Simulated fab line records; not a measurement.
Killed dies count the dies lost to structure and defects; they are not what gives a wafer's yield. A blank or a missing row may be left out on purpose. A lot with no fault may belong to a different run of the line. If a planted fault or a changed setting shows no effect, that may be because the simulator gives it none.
Problem report, 8D (eight disciplines) form, completed by code + flow nand-harc + the parts of the form that need people (team, actions taken, sign-off) are left out

== 1. WHAT IS WRONG ==
Mean of thk-nm at NHARC_A_ONON_D1_THK_MEAS_18: 1304 nm across 3 wafers in 3 lots; on wafers with no fault it is 1000 nm (standard deviation 6.8). Measured from the usual mean, that is +45 standard deviations.
The step: measures by ellipsometry.
Earliest sighting: wafer L615.4 on film-metro-01 at day 14 10:43. At this step, 38 wafers from 13 lots have a number in the record. By rule, "out" or "out of limits" means more than 4 standard deviations away from the usual mean. The other wafers with a number count as sound.

== 2. WHAT IT IS, WHAT IT ISN'T ==
| question                    | is                           | is not                                                                                |
|-----------------------------|------------------------------|---------------------------------------------------------------------------------------|
| which readings at this step | thk-nm                       | -                                                                                     |
| which lots                  | L615, L616, L617             | L601, L602, L603, L604, L605, L607, L608, L609, L622, L623                            |
| which wafers of those lots  | L615.4, L616.1, L617.1       | L615.2, L615.6, L616.2, L616.3, L617.5                                                |
| read on which gauges        | film-metro-01, film-metro-02 | -                                                                                     |
| when                        | from day 14 10:43            | up to then (26 sound wafers); but 9 sound wafers of L616, L617, L622, L623 came after |

== 3. SUSPECTS, AND WHAT RULES EACH OUT ==
Counting: if a tool at a process step up to the reading ran every lot that is out, it stays a suspect. Sound lots after the first of them don't rule it out here, since some wafers of a struck lot are sound.
- ruled out: the gauge at NHARC_A_ONON_D1_THK_MEAS_18. 2 gauges (film-metro-01, film-metro-02) read the wafers that are out.
- pecvd-onon-03 at NHARC_A_ONON_D1_DEP_16 (target thk 1000 nm): kept. It processed each lot that is out (first: L615, day 14 10:16); up to then, its last sound lot is L608 (day 11 18:17).
After counting, what remains is pecvd-onon-03 at NHARC_A_ONON_D1_DEP_16.

== 4. THE CAUSE (what the simulator had put in) ==
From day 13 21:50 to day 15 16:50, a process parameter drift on pecvd-onon-03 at NHARC_A_ONON_D1_DEP_16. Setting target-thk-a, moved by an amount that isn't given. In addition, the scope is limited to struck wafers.
Only this tool survived the counting.

== 5. THE EFFECT CHAIN, in route order ==
Each row: a reading whose mean over the struck wafers that have a number lies more than 3 standard deviations from the usual. Only readings for which the record gives a usual standard deviation are gone through. hours: the time from each lot's start at the first step in this table that gives one to its start at this step, as a median over the lots. sigmas: the change in usual standard deviations.
| hours | step                        | reading | usual   | on struck wafers | change | sigmas |
|-------|-----------------------------|---------|---------|------------------|--------|--------|
| 0     | NHARC_A_ONON_D1_THK_MEAS_18 | thk-nm  | 1000 nm | 1304             | +304   | +45    |

== 6. HOW IT WOULD HAVE BEEN CAUGHT EARLIER ==
In this record the first reading out of limits at a measuring or inspecting step was taken at day 14 10:43, 13 hours after the fault began at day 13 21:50.
An alarm limit of 4 standard deviations would not have fired on the tool readings at NHARC_A_ONON_D1_DEP_16 for which the record gives a usual standard deviation, since none of them was out on any struck wafer.
Among the 3 lots that are out, L616, L617 began NHARC_A_ONON_D1_DEP_16 on pecvd-onon-03 after day 14 10:43. A hold on the tool at that time would have spared those 2.
